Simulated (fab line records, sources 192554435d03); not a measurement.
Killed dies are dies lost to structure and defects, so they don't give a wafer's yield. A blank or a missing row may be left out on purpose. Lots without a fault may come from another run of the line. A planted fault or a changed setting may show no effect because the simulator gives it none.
Chamber matching | flow n5_finfet | N5_BEOL_M3_STRIP_66 on rie_diel-04: 4 sister chambers
The step strips in CF4. 8 wafers are shown with their chamber, then 7 later ones without.

WAFERS WITH THEIR CHAMBER
wafer  | chamber | throttle_valve_pct (%) | showerhead_plenum_p_Torr (Torr)
L087.1 | 3       | 13.87                  | 1.77
L087.6 | 0       | 13.96                  | 1.78
L089.1 | 3       | 13.88                  | 1.77
L089.5 | 2       | 13.40                  | 1.77
L090.1 | 2       | 13.41                  | 1.77
L090.3 | 0       | 13.97                  | 1.77
L091.2 | 1       | 13.59                  | 1.86
L091.5 | 1       | 13.59                  | 1.86

WAFERS WITHOUT THEIR CHAMBER
wafer  | throttle_valve_pct (%) | showerhead_plenum_p_Torr (Torr)
L091.6 | 13.44                  | 1.77
L094.1 | 13.99                  | 1.77
L094.5 | 13.58                  | 1.86
L094.6 | 14.01                  | 1.77
L097.1 | 13.62                  | 1.85
L097.3 | 13.48                  | 1.77
L097.5 | 13.45                  | 1.77

WHICH CHAMBER EACH WENT THROUGH
wafer  | from the rows above | in truth
L091.6 | 2                   | 2
L094.1 | 0                   | 0
L094.5 | 1                   | 1
L094.6 | 0                   | 0
L097.1 | 1                   | 1
L097.3 | 2                   | 2
L097.5 | 2                   | 2
Placed correctly: 7 of 7. Can't be placed from these rows: 0. Placed wrongly: 0.
How it was worked out, from the rows above alone: a wafer's distance from a chamber is the root of the sum, over the readings, of the square of ((its reading less the chamber's mean) divided by the reading's scatter). The wafer belongs to the nearest chamber; if the next one is less than 2 further off, it can't be placed. A chamber's mean is the mean of its shown wafers. The scatter: the root of (the sum of the squares of (reading less its chamber's mean) over the shown wafers, divided by (wafers less chambers)).
